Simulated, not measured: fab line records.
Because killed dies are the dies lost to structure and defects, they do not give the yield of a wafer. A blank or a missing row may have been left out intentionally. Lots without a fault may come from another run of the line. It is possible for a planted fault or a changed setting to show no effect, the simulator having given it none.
A struck lot beside a sound one | flow n5Finfet | 18 out of 1938 route steps
Sound: the wafers L566.1, L566.5, L566.6. Wafers L575.2, L575.5, L575.6 were the ones struck. The cause is named last.
Per side, at each step with rows, come the tool, then ch with its chambers, and then its first start. Under that, the readings that differ: sound wafers | struck wafers | difference of the means | sigmas: that difference in standard deviations of wafers without a fault.
alike: a reading whose means differ by less than 2 such deviations, as well as words and numbers matching on both sides. not compared: withheld readings; readings where some wafer has no value; bounds like >300 that might hide an equal value; numbers whose values overlap and for which the record gives no deviation.
The two part at a step that has a row with sigmas, a row that says differs or no value, or rows on one side only. Numbers that have no deviation but don't overlap get no sigmas and don't part them. A reading missing from all wafers of one side parts the sides only when that side holds two or more wafers.

first, 11 steps without rows for these wafers: N5_FIN_SAQP_DESCUM_21 (chemistry O2, time 7.9 s); N5_FIN_SAQP_ETCH_51 (etches SiARC in CF4, target depth 45.5 nm, time 75.8 s); N5_FIN_SAQP_ETCH_52 (etches SOC in N2/H2, target depth 100 nm, overetch 20 nm, time 150 s); N5_FIN_SAQP_STRIP_53 (strips in N2/H2); N5_FIN_SAQP_HM_OPEN_73 (chemistry CHF3/O2, target SiO2, stops on a-Si, target depth 12 nm, time 16.8 s); N5_FIN_SAQP_STRIP_74 (strips in CHF3/O2); N5_FIN_SAQP_MANDREL_ETCH_22 (etches a-Si in HBr/Cl2, stops on SiNx, target depth 60 nm, bt time 10 s, time 30 s); N5_FIN_SAQP_STRIP_55 (strips in N2/H2); N5_FIN_SAQP_STRIP_23 (strips in SPM, time 750 s); N5_FIN_SAQP_SRD_66 (time 30 s); N5_FIN_SAQP_RECESS_75 (chemistry HF/NH3, target SiO2, target depth 14.4 nm, afs cycles 3, sublimation time 60 s).
N5_FIN_SAQP_SPACER1_ALD_24: deposits SiO2, target thk 20.3 nm, pulse time 1 s, purge time 2 s.
  sound on aldSin-04 ch 0,1, day 3 18:46; struck on aldSin-04 ch 0,1, day 5 23:08
reading                                          | sound          | struck      | difference | sigmas
aldCycles                                        | 218 218 218    | 173 173 173 | -45        | 
model.SiO2_of_FIN_SAQP_SPACER1_ALD_24.thkNm (nm) | 20.4 20.2 20.2 | 16 16.2 16  | -4         | 
  alike: heaterPowerW, precursorPulseHeightRel
then, 1 step without rows for these wafers: N5_FIN_SAQP_SPACER1_ETCHBACK_25 (etches SiO2 in CHF3/O2, target depth 24.4 nm, time 12.2 s).
N5_FIN_SAQP_MANDREL1_REMOVE_56: chemistry HBr/Cl2/O2, target a-Si, stops on SiNx, bt time 10 s.
  sound on rieSi-05 ch 1,2,3, day 3 19:36; struck on rieSi-05 ch 0,3, day 5 23:56
reading                  | sound          | struck     | difference | sigmas
model.FIN_SAQP.cdNm (nm) | 20.4 20.4 20.2 | 16.2 16 16 | -4.3       | 
  alike: HBr_flow_sccm, drypumpMotorCurrentA, heBacksideLeakSccm, oesProductAu, throttleValvePct
  not compared: rfHoursCounterH
N5_FIN_SAQP_CD_MEAS_27: the cd target is 20 nm.
  sound on cdSem-01 ch 0, day 3 19:43; struck on cdSem-01 ch 0, day 6 00:03
reading   | sound             | struck            | difference | sigmas
cdNm (nm) | 20.44 20.15 20.30 | 16.36 16.19 16.14 | -4.07      | -20
then, 1 step without rows for these wafers: N5_FIN_SAQP_ETCH_57 (etches SiNx in CH3F/O2, target depth 32.5 nm, time 46.4 s).
N5_BEOL_M4_RC_MEAS_101:
  the record has rows for the sound wafers here (prober-02 ch 0, day 9 17:40) and none for the struck ones
-- here the record skips 10 days between the struck wafers' starts before and after, leaving off in module BEOL_M4 and picking up in module PASSIVATION (first step shown: number 1936 of the route) --
N5_PASSIVATION_PROBE_49:
  record: rows for the struck wafers here (prober-02, day 16 02:49), none for the sound ones

WHERE THEY PART
First at N5_FIN_SAQP_CD_MEAS_27; last, within this record, at N5_PASSIVATION_PROBE_49.

WHY: what the simulator had put in
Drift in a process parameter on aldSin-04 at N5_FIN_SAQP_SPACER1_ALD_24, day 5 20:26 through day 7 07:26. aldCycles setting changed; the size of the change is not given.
